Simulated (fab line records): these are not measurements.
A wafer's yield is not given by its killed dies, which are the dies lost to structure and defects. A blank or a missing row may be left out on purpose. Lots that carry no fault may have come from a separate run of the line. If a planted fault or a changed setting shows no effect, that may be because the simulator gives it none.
A lot that was struck, set against a sound lot :: flow nand_harc :: 36 steps out of a route of 1159
Sound: wafers L169.2, L169.3, L169.6. Struck: wafer L184.6 (L184.1, L184.2, from the same lot, were not struck and are left out); the cause is given at the end.
For every step that has rows: the tool of each side, followed by ch and its chambers, followed by its first start. Under that, the readings that differ: sound wafers :: struck wafers :: difference of the means :: sigmas: that difference in standard deviations of wafers without a fault.
alike: words and numbers the same on both sides, and readings whose means are apart by under 2 such deviations; not compared: readings that were withheld, readings missing a value for some wafer, numbers with overlapping values and no deviation given by the record, and bounds like >300 which may hide the same value.
A row with sigmas, a row that says differs or no value, or rows on one side alone: a step with any of these is where the two part. Numbers that have no deviation but don't overlap get no sigmas and don't part them. A reading that every wafer of one side lacks parts them only if that side has two wafers or more.

first, 2 steps without rows for these wafers: NHARC_A_SLIT_PRECLEAN_19 (cleans in SC1); NHARC_A_SLIT_SRD_20.
NHARC_A_SLIT_CD_MEAS_21:
  sound: cd_sem-01 at day 14 17:32; struck: cd_sem-02 at day 18 08:24
  alike: cd_nm
then, 3 steps without rows for these wafers: NHARC_A_SIN_REMOVE_WET_00 (chemistry H3PO4, time 15300 s); NHARC_A_SIN_REMOVE_PRECLEAN_01 (cleans in SC1); NHARC_A_SIN_REMOVE_SRD_02.
NHARC_A_SIN_REMOVE_INSPECT_04:
  sound: defect_inspect-01 at day 15 01:14; struck: defect_inspect-02 at day 18 14:19
  alike: raw_defect_count
then, 2 steps without rows for these wafers: NHARC_A_WL_FILL_ALD_00 (deposits Al2O3, target thk 3 nm, pulse time 3 s, ald cycles 30); NHARC_A_WL_FILL_RTA_01 (time 5 s).
NHARC_A_WL_FILL_ALD_02: deposits TiN, target thk 2 nm, pulse time 3 s, ald cycles 100.
  sound on ald_metal-04 ch 0,1,3, day 15 02:09; struck on ald_metal-03 ch 1, day 18 15:07
  alike: heater_power_outer_w, heater_power_w, precursor_pulse_height_rel
NHARC_A_WL_FILL_CVD_03: deposits W, target thk 40 nm, time 3302 s.
  sound on cvd_w-01 ch 0,1, day 15 08:23; struck on cvd_w-02 ch 0, day 18 18:00
  alike: chamber_pressure_Torr, heater_power_outer_w, heater_power_w, throttle_valve_pct
NHARC_A_WL_FILL_ETCHBACK_04: etches the open film in NF3, target depth 60 nm, time 120 s.
  sound on rie_metal-01 ch 0,1, day 15 11:43; struck on rie_metal-01 ch 0, day 18 18:58
  alike: drypump_motor_current_A, oes_product_au
  not compared: rf_hours_counter_h
then, 1 step without rows for these wafers: NHARC_A_WL_FILL_ETCHBACK_05 (etches the open film in Cl2/BCl3, target depth 22 nm, time 60 s).
NHARC_A_WL_FILL_STRIP_27: strips in N2/H2, time 20 s.
  sound on plasma_asher-01 ch 0,1, day 15 12:07; struck on plasma_asher-01 ch 1, day 18 19:22
  alike: drypump_motor_current_A, heater_power_w
  not compared: rf_hours_counter_h
then, 4 steps without rows for these wafers: NHARC_A_WL_FILL_STRIP_28 (strips in post etch residue remover, time 1200 s); NHARC_A_WL_FILL_PRECLEAN_06 (cleans in DIW, time 300 s); NHARC_A_WL_FILL_SRD_07; NHARC_A_WL_FILL_ANNEAL_08 (time 1800 s).
NHARC_A_WL_FILL_ALD_10: deposits SiO2, target thk 50 nm, pulse time 10 s, ald cycles 500.
  sound on ald_hk-04 ch 0,2, day 15 18:46; struck on ald_hk-02 ch 3, day 19 05:44
  alike: heater_power_outer_w, heater_power_w, precursor_pulse_height_rel
then, 13 steps without rows for these wafers: NHARC_A_WL_FILL_ETCHBACK_16 (etches the open film in C4F8/O2/Ar, target depth 88 nm, time 17.6 s); NHARC_A_WL_FILL_STRIP_29 (strips in O2, time 20 s); NHARC_A_WL_FILL_ETCHBACK_17 (etches the open film in Cl2/BCl3, target depth 4 nm, time 26.7 s); NHARC_A_WL_FILL_PRECLEAN_18 (cleans in dHF, time 30 s); NHARC_A_WL_FILL_SRD_21; NHARC_A_WL_FILL_CVD_23 (deposits poly-Si, target thk 40 nm, time 800 s); NHARC_A_WL_FILL_ETCHBACK_26 (etches the open film in HBr, target depth 52 nm, time 13.3 s); NHARC_A_WL_FILL_PRECLEAN_30 (cleans in dHF, time 10 s); NHARC_A_WL_FILL_SRD_14; NHARC_A_WL_FILL_ALD_19 (deposits TiN, target thk 2 nm, pulse time 3 s, ald cycles 100); NHARC_A_WL_FILL_CVD_20 (deposits W, target thk 75 nm, time 5064 s); NHARC_A_WL_FILL_CMP_12 (polishes, t overpolish 30 s, target thk 75 nm); NHARC_A_WL_FILL_SRD_31.
NHARC_A_WL_FILL_INSPECT_15:
  sound: defect_inspect-02 at day 16 13:13; struck: defect_inspect-01 at day 19 21:25
  alike: raw_defect_count
then, 1 step without rows for these wafers: NHARC_A_CONTACT_DEP_24 (deposits SiO2, target thk 500 nm).
NHARC_A_CONTACT_DEP_28: deposits aC, target thk 3600 nm.
  the record has rows for the sound wafers here (acl_dep-02 ch 0, day 16 18:38) and none for the struck ones
-- record jumps: 4 days between struck wafers' starts before vs after; left off in module A_CONTACT, resumes in module END, first step shown is number 1159 of the route --
NHARC_END_SORT_01:
  only the struck wafers appear in the record here, on prober-01 ch 0 at day 23 12:08; the sound ones have no rows

WHERE THEY PART
Earliest at NHARC_A_CONTACT_DEP_28; latest, in this record, at NHARC_END_SORT_01.

WHY: whatever the simulator had introduced
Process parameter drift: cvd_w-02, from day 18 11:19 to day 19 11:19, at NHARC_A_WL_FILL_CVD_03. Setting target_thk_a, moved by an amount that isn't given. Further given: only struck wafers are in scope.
